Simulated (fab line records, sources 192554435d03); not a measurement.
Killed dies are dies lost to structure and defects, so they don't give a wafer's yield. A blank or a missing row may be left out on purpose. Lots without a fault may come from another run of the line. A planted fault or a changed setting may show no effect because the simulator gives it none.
fab line records | flow n5_finfet
record lots=8 wafers=24 last_day=19
route steps=1938 shown FIN_SAQP@114 BEOL_M4@1111
lots that met no fault: from a run of the same line without faults
start_h: hours from the record's first day to the start of the lot's first wafer shown | wait_h: hours since the lot's step before | " the same as in the row above | L1.1+2: a row that stands for several wafers | - no value, or no start given | * or withheld: withheld | < > ~ a bound
route shown NAME@n: a module of which the file shows steps, and the number in the route of the first | usual: mean/standard deviation of fault-free wafers | same: alike in all rows | chamber/n: place in a boat | sites: the reading at each site | _std_site: their standard deviation | _edge_site: outer sites' mean less inner sites' | radius_mm: how far each site lies from the wafer's centre | mask NAME#n: copy n | behind: the tool/chamber that last shaped the wafer | hold: why the lot was held/for how many hours/how that ended | device: the transistor (n, p or np) that didn't switch | end of line: the same wafers' tests at the end of the route | a step without rows: its recipe alone | killed: dies lost to structure and defects at the first sort, not the wafer's yield | map: a wafer's dies, x killed, . not, _ none there
set.NAME: the setting as run; set.NAME@STEP: as run at that earlier step | model.NAME: the simulator's own value behind a step, which no gauge read
steps of the route over a sample of lots; a table a step, a row a wafer
services: from which hour (start_h, from the record's first day; less than 0 if before it) a tool's chamber was out of use, for how many hours, and why
## steps
# step N5_FIN_SAQP_DESCUM_21
# recipe chemistry=O2 time_s=7.9 source_power_w=50 bias_power_w=20 pressure_mtorr=20 rf_frequency_hz=2.712e+07 temp_c=40 resist=CAR-ArF o2_flow_sccm=225
# usual chamber_pressure_mTorr=19.998/0.019 drypump_motor_current_A=5.9/0.47 oes_product_au=0.81/0.096 rf_vpp_V=243.2/1.3 showerhead_plenum_p_Torr=2.10/0.067 throttle_valve_pct=20.42/0.24
# columns lot.wafer tool chamber start_h wait_h chamber_pressure_mTorr drypump_motor_current_A oes_product_au rf_hours_counter_h rf_vpp_V showerhead_plenum_p_Torr throttle_valve_pct
L661.1 rie_diel-03 0 21.40 0.1 20.005 6.0 0.95 9 241.7 2.04 20.27
L661.4 " 0 " " 19.979 6.0 0.95 - 242.2 2.04 20.27
L661.6 " 1 " " 19.979 6.5 0.68 - 244.5 2.15 20.46
L662.1 rie_diel-05 1 27.27 0.0 19.972 6.2 0.70 225 242.2 2.06 20.51
L662.2 " 3 " " 19.992 5.5 0.68 230 243.3 2.07 20.35
L662.6 " 2 " " 20.012 5.6 0.80 - 244.1 2.20 20.50
L663.3 rie_diel-03 0 33.93 0.0 20.006 6.0 0.93 14 243.1 2.04 20.31
L663.4 " 1 " " 20.020 6.4 0.68 247 243.2 2.15 20.48
L663.6 " 2 " " 19.995 6.7 0.98 - 245.1 2.14 20.44
L674.1 rie_diel-01 0 100.71 0.2 19.988 6.2 0.81 117 243.0 2.02 20.53
L674.2 " 1 " " 19.976 6.5 0.90 22 241.9 2.06 20.04
L674.5 " 2 " " 19.986 5.4 0.73 - 245.6 2.16 20.43
L681.1 rie_diel-01 1 144.81 0.0 19.989 6.4 0.87 38 242.5 2.05 20.06
L681.3 " 3 " " 20.018 5.1 0.76 151 240.6 1.92 20.22
L681.4 " 0 " " 19.994 6.2 0.79 133 240.2 2.01 20.56
L682.2 rie_diel-05 0 150.44 0.0 19.957 5.3 0.86 46 242.7 2.11 20.15
L682.5 " 1 " " 20.014 6.2 0.99 - 243.0 2.05 20.18
L682.6 " 0 " " 19.995 5.3 0.86 - 243.0 2.11 20.16
L683.2 rie_diel-03 0 156.64 0.0 20.004 6.0 0.84 63 242.3 2.02 20.37
L683.5 " 1 " " 19.989 6.5 0.87 - 243.3 2.13 20.18
L683.6 " 0 " " 20.004 6.0 0.84 - 242.4 2.02 20.35
L684.1 rie_diel-05 2 160.66 0.0 20.001 5.6 0.75 186 243.9 2.18 20.58
L684.5 " 1 " " 19.981 6.1 0.97 - 243.4 2.05 20.19
L684.6 " 2 " " 19.989 5.6 0.75 - 243.1 2.18 20.58
# step N5_FIN_SAQP_ETCH_52
# recipe chemistry=N2/H2 target=SOC target_depth_a=1000 overetch_a=200 mask_material=SiARC temp_c=40 time_s=150 ion_energy_ev=200 pressure_mtorr=30 source_w=840 bias_w=150 n2_flow_sccm=200 h2_flow_sccm=200 ends=end_point
# usual chamber_pressure_mTorr=30.000/0.025 drypump_motor_current_A=5.9/0.46 oes_product_au=0.72/0.081 rf_vpp_V=524.2/2.2 showerhead_plenum_p_Torr=2.56/0.083 throttle_valve_pct=17.82/0.24
# columns lot.wafer tool chamber start_h wait_h chamber_pressure_mTorr drypump_motor_current_A oes_product_au rf_hours_counter_h rf_vpp_V showerhead_plenum_p_Torr throttle_valve_pct
L661.1 rie_diel-03 0 21.49 0.0 29.989 6.0 0.85 9 523.8 2.50 17.89
L661.4 " 0 " " 30.023 6.0 0.83 - 524.2 2.50 17.88
L661.6 " 1 " " 29.980 6.5 0.62 - 525.6 2.61 17.91
L662.1 rie_diel-05 1 27.36 0.0 29.989 6.2 0.62 226 521.9 2.50 17.89
L662.2 " 3 " " 29.969 5.6 0.62 230 524.3 2.50 17.70
L662.6 " 2 " " 30.019 5.6 0.71 - 526.3 2.66 17.89
L663.3 rie_diel-03 0 34.02 0.0 30.032 6.0 0.82 14 522.1 2.50 17.88
L663.4 " 1 " " 30.033 6.5 0.61 247 525.7 2.61 17.91
L663.6 " 2 " " 30.033 6.7 0.86 - 525.0 2.60 17.77
L674.1 rie_diel-01 0 100.80 0.0 29.979 6.2 0.71 117 522.3 2.44 17.79
L674.2 " 1 " " 29.972 6.5 0.78 22 520.8 2.51 17.54
L674.5 " 2 " " 30.007 5.4 0.66 - 524.6 2.64 17.88
L681.1 rie_diel-01 1 144.90 0.0 29.972 6.5 0.76 38 523.0 2.50 17.57
L681.3 " 3 " " 29.953 5.2 0.69 151 518.9 2.32 17.48
L681.4 " 0 " " 30.005 6.2 0.70 133 520.9 2.44 17.80
L682.2 rie_diel-05 0 150.53 0.0 29.986 5.3 0.77 46 526.0 2.58 17.66
L682.5 " 1 " " 30.008 6.1 0.87 - 522.3 2.48 17.51
L682.6 " 0 " " 29.987 5.3 0.77 - 524.5 2.58 17.66
L683.2 rie_diel-03 0 156.73 0.0 30.003 6.0 0.75 63 521.6 2.48 17.99
L683.5 " 1 " " 29.989 6.5 0.78 - 524.1 2.59 17.56
L683.6 " 0 " " 30.041 6.0 0.75 - 521.0 2.48 17.99
L684.1 rie_diel-05 2 160.75 0.0 30.004 5.7 0.67 186 525.3 2.64 17.98
L684.5 " 1 " " 29.987 6.1 0.83 - 522.9 2.48 17.52
L684.6 " 2 " " 30.023 5.7 0.67 - 527.5 2.64 17.98
# step N5_FIN_SAQP_SPACER1_ALD_24
# recipe material=SiO2 target_thk_a=203 temp_c=300 ald_precursor_family=BDEAS ald_co_reactant=O2-plasma pulse_time_s=1 purge_time_s=2 co_reactant_purge_time_s=2 ald_cycles=218 pressure_torr=2
# usual heater_power_w=465/47 precursor_pulse_height_rel=1.001/0.022 susceptor_temp_C=299.98/0.2
# columns lot.wafer tool chamber start_h wait_h heater_power_w precursor_pulse_height_rel susceptor_temp_C
L661.1 ald_sin-02 2 22.48 0.3 417 1.030 299.94
L661.4 " 0 " " 404 1.018 299.73
L661.6 " 3 " " 508 0.993 300.32
L662.1 ald_sin-03 0 28.41 0.3 510 0.974 300.28
L662.2 " 2 " " 470 0.987 299.77
L662.6 " 0 " " 513 0.978 299.98
L663.3 ald_sin-01 3 35.08 0.2 409 1.009 299.86
L663.4 " 0 " " 426 1.019 300.25
L663.6 " 0 " " 440 1.016 300.19
L674.1 ald_sin-02 3 101.82 0.3 532 1.010 299.93
L674.2 " 2 " " 379 0.994 289.32
L674.5 " 3 " " 537 1.021 299.93
L681.1 ald_sin-01 2 145.93 0.3 472 1.038 300.03
L681.3 " 3 " " 406 1.023 299.80
L681.4 " 2 " " 484 0.957 299.85
L682.2 ald_sin-03 2 151.63 0.3 478 1.003 299.59
L682.5 " 1 " " 452 0.984 299.96
L682.6 " 2 " " 466 1.013 299.99
L683.2 ald_sin-02 3 158.11 0.4 523 1.020 299.79
L683.5 " 3 " " 519 1.015 299.73
L683.6 " 0 " " 428 1.006 300.02
L684.1 ald_sin-01 0 161.77 0.3 429 1.003 299.90
L684.5 " 3 " " 417 0.979 300.09
L684.6 " 0 " " 428 1.028 300.22
# step N5_FIN_SAQP_MANDREL_ETCH_58
# recipe chemistry=HBr/Cl2 target=a-Si target_depth_a=450 bt_time_s=10 stop_on=SiNx mask_material=SiO2 over_etch_frac=0.8 time_s=27 pressure_mtorr=10 icp_w=800 bias_w=75 HBr_flow_sccm=150 Cl2_flow_sccm=80 ends=end_point
# usual HBr_flow_sccm=150.0/0.5 chamber_pressure_mTorr=10.000/0.01 drypump_motor_current_A=5.7/0.58 mfc_cl2_sccm=79.97/0.23 oes_product_au=0.699/0.0094 throttle_valve_pct=35.5/0.32
# columns lot.wafer tool chamber start_h wait_h HBr_flow_sccm chamber_pressure_mTorr drypump_motor_current_A mfc_cl2_sccm oes_product_au rf_hours_counter_h throttle_valve_pct
L661.1 rie_si-01 2 23.59 0.0 150.7 10.006 5.7 79.99 0.668 6 35.4
L661.4 " 0 " " 149.6 9.994 6.0 79.73 0.704 197 34.9
L661.6 " 1 " " 150.4 10.021 4.6 80.32 0.694 - 35.1
L662.1 rie_si-03 3 29.56 0.0 150.9 9.999 5.8 79.75 0.690 54 35.6
L662.2 " 2 " " 149.9 10.004 5.7 79.53 0.705 196 35.2
L662.6 " 0 " " 148.7 10.003 5.0 80.09 0.707 - 36.0
L663.3 rie_si-01 0 36.39 0.0 150.1 9.973 6.0 79.88 0.706 198 34.9
L663.4 " 3 " " 150.3 9.985 6.3 79.79 0.703 43 35.6
L663.6 " 3 " " 149.5 9.989 6.3 80.37 0.701 - 35.6
L674.1 rie_si-01 1 103.40 0.0 149.2 9.999 4.6 79.74 0.683 9 35.1
L674.2 " 0 " " 150.1 10.003 6.0 80.18 0.701 199 34.9
L674.5 " 1 " " 149.5 10.010 4.7 79.66 0.701 - 35.1
L681.1 rie_si-03 1 147.06 0.0 150.1 9.996 6.4 79.77 0.688 81 35.5
L681.3 " 1 " " 150.2 10.000 6.4 79.98 0.684 - 35.5
L681.4 " 0 " " 149.3 9.995 5.0 79.78 0.686 - 36.0
L682.2 rie_si-05 3 152.86 0.0 149.0 9.998 5.7 79.82 0.686 6 36.0
L682.5 " 0 " " 150.4 9.990 6.4 79.74 0.707 - 35.4
L682.6 " 1 " " 149.6 10.009 4.9 80.14 0.706 - 35.6
L683.2 rie_si-03 1 159.24 0.0 150.0 9.986 6.4 79.97 0.698 82 35.5
L683.5 " 0 " " 150.1 10.008 5.0 80.13 0.708 - 35.9
L683.6 " 2 " " 150.4 9.992 5.7 80.42 0.700 - 35.3
L684.1 rie_si-05 3 162.90 0.0 150.1 10.024 5.7 79.84 0.702 6 36.0
L684.5 " 1 " " 150.0 9.987 4.9 80.00 0.711 - 35.5
L684.6 " 0 " " 150.4 10.004 6.4 79.51 0.708 - 35.4
# step N5_BEOL_M4_RC_MEAS_101
# usual DIBL_N=36.0/1.7 DIBL_P=36.2/1.9 IOFF_N=0.154/0.028 IOFF_P=0.21/0.036 ION_N=675/11 ION_P=463/8.3 SS_N=71.4/0.63 SS_P=73.2/0.55 VT_N=250.2/3 VT_P=-251/3.7
# columns lot.wafer tool chamber start_h wait_h DIBL_N[mV/V] DIBL_P[mV/V] IOFF_N[nA/um] IOFF_P[nA/um] ION_N[uA/um] ION_P[uA/um] SS_N[mV/dec] SS_P[mV/dec] VT_N[mV] VT_P[mV]
L661.1 prober-02 0 192.80 0.0 37.5 37.4 0.178 0.29 673 469 71.7 73.6 248.0 -242
L661.4 " 0 " " 34.2 33.4 0.133 0.23 672 475 70.0 73.3 251.1 -245
L661.6 " 0 " " 36.4 35.8 0.157 0.26 666 468 71.2 73.5 253.0 -243
L662.1 prober-01 0 197.44 0.0 35.0 33.2 0.116 0.17 670 455 71.2 73.0 252.2 -252
L662.2 " 0 " " 38.3 38.5 0.186 0.26 688 474 72.9 73.9 245.6 -247
L662.6 " 0 " " 39.0 38.7 0.196 0.26 700 477 72.4 73.9 245.2 -246
L674.1 prober-02 0 296.73 0.0 33.4 33.4 0.116 0.18 651 457 70.2 72.5 254.3 -250
L674.2 " 0 " " 36.1 36.3 0.161 0.22 667 461 71.7 73.4 250.3 -248
L674.5 " 0 " " 36.1 36.0 0.152 0.21 667 459 72.3 72.6 252.9 -251
L663.3 prober-01 0 307.21 0.3 34.5 35.1 0.143 0.19 664 458 71.8 73.2 250.0 -254
L663.4 " 0 " " 36.8 38.3 0.181 0.23 683 470 71.7 74.0 249.0 -251
L663.6 " 0 " " 37.0 39.3 0.202 0.26 688 469 72.3 73.5 244.7 -247
L681.1 prober-01 0 342.37 0.0 35.8 35.9 0.150 0.18 663 453 71.1 72.5 251.4 -251
L681.3 " 0 " " 36.0 36.7 0.158 0.20 665 462 71.2 72.8 247.5 -249
L681.4 " 0 " " 39.1 38.8 0.214 0.23 697 468 71.9 73.2 244.7 -251
L682.2 prober-02 0 342.68 0.2 37.4 39.0 0.203 0.29 690 476 71.6 74.1 243.0 -243
L682.5 " 0 " " 37.1 37.7 0.182 0.27 676 471 71.2 73.0 246.8 -244
L682.6 " 0 " " 34.3 34.6 0.134 0.21 668 466 70.7 72.8 252.2 -243
L683.2 prober-01 0 344.31 0.2 36.7 35.6 0.158 0.24 666 465 71.5 73.4 252.7 -247
L683.5 " 0 " " 37.2 37.2 0.174 0.26 677 471 71.2 73.7 247.7 -243
L683.6 " 0 " " 36.0 34.8 0.164 0.23 686 477 71.5 73.0 248.4 -247
L684.1 prober-02 0 347.04 0.0 36.1 36.9 0.145 0.21 660 455 71.4 73.0 253.2 -253
L684.5 " 0 " " 35.9 34.8 0.148 0.19 662 456 71.4 72.7 252.0 -252
L684.6 " 0 " " 37.9 39.6 0.192 0.25 697 471 72.3 73.9 247.7 -249
## services
# columns tool chamber start_h hours kind
rie_diel-01 2 0.25 4.0 repair
rie_diel-03 3 3.77 3.7 repair
rie_diel-03 2 16.37 - clean
rie_diel-03 2 16.37 - consumable_replace:focus_ring
rie_diel-03 2 16.37 14.0 scheduled_down
rie_diel-03 2 16.37 14.0 vent_cycle
rie_diel-01 3 22.47 13.9 repair
rie_diel-05 0 23.53 - clean
rie_diel-05 0 23.53 - consumable_replace:focus_ring
rie_diel-05 0 23.53 21.8 scheduled_down
rie_diel-05 0 23.53 21.8 vent_cycle
rie_si-05 - 26.41 2.8 pm
ald_sin-02 0 47.97 1.5 repair
rie_diel-05 2 60.15 2.0 repair
rie_diel-05 1 84.10 21.9 repair
ald_sin-01 - 85.46 14.0 pm
rie_diel-05 3 96.30 1.8 repair
rie_diel-05 2 100.11 16.3 repair
ald_sin-01 - 110.18 2.8 pm
ald_sin-03 - 110.86 1.4 repair
rie_diel-05 3 119.45 6.4 repair
ald_sin-01 1 127.63 3.0 repair
rie_si-03 3 139.42 31.8 repair
rie_diel-03 2 157.49 2.7 repair
## key
first_sign step=N5_FIN_SAQP_SPACER1_ALD_24 reading=susceptor_temp_C direction=down sigmas=54 usual=* struck=*
effect none on later readings
met_at N5_FIN_SAQP_SPACER1_ALD_24
struck_lots L674
struck_wafers L674.2
not_acting_at N5_FIN_SAQP_DESCUM_21,N5_FIN_SAQP_ETCH_52,N5_FIN_SAQP_MANDREL_ETCH_58
onset_between 22.48 101.82
fault kind=process_parameter_drift tool=ald_sin-02 chamber=2 onset_h=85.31 steps=N5_FIN_SAQP_SPACER1_ALD_24 channel=temp_c offset=* shape=step end_h=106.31 acts_in=* stated=*
